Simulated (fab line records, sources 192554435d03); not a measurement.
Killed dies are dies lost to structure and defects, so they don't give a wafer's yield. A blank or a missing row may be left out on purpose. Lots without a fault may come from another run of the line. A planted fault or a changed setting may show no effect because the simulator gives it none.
Chamber matching | flow n5_finfet | N5_MOL_CONTACT_COAG_STRIP_98 on rie_diel-06: 3 sister chambers
The step strips in N2/H2. 6 wafers are shown with their chamber, then 6 later ones without.

WAFERS WITH THEIR CHAMBER
wafer  | chamber | drypump_motor_current_A (A) | throttle_valve_pct (%)
L080.3 | 0       | 6.4                         | 19.1
L085.1 | 0       | 6.4                         | 19.1
L085.3 | 2       | 4.9                         | 19.7
L085.5 | 1       | 5.7                         | 18.9
L087.2 | 1       | 5.8                         | 18.9
L087.5 | 2       | 4.9                         | 19.8

WAFERS WITHOUT THEIR CHAMBER
wafer  | drypump_motor_current_A (A) | throttle_valve_pct (%)
L087.6 | 6.4                         | 19.2
L092.1 | 6.4                         | 19.2
L092.2 | 4.9                         | 19.8
L092.5 | 4.9                         | 19.8
L094.2 | 6.4                         | 19.2
L094.3 | 4.9                         | 19.8

WHICH CHAMBER EACH WENT THROUGH
wafer  | from the rows above | in truth
L087.6 | 0                   | 0
L092.1 | 0                   | 0
L092.2 | 2                   | 2
L092.5 | 2                   | 2
L094.2 | 0                   | 0
L094.3 | 2                   | 2
Placed correctly: 6 of 6. Can't be placed from these rows: 0. Placed wrongly: 0.
How it was worked out, from the rows above alone: a wafer's distance from a chamber is the root of the sum, over the readings, of the square of ((its reading less the chamber's mean) divided by the reading's scatter). The wafer belongs to the nearest chamber; if the next one is less than 2 further off, it can't be placed. A chamber's mean is the mean of its shown wafers. The scatter: the root of (the sum of the squares of (reading less its chamber's mean) over the shown wafers, divided by (wafers less chambers)).
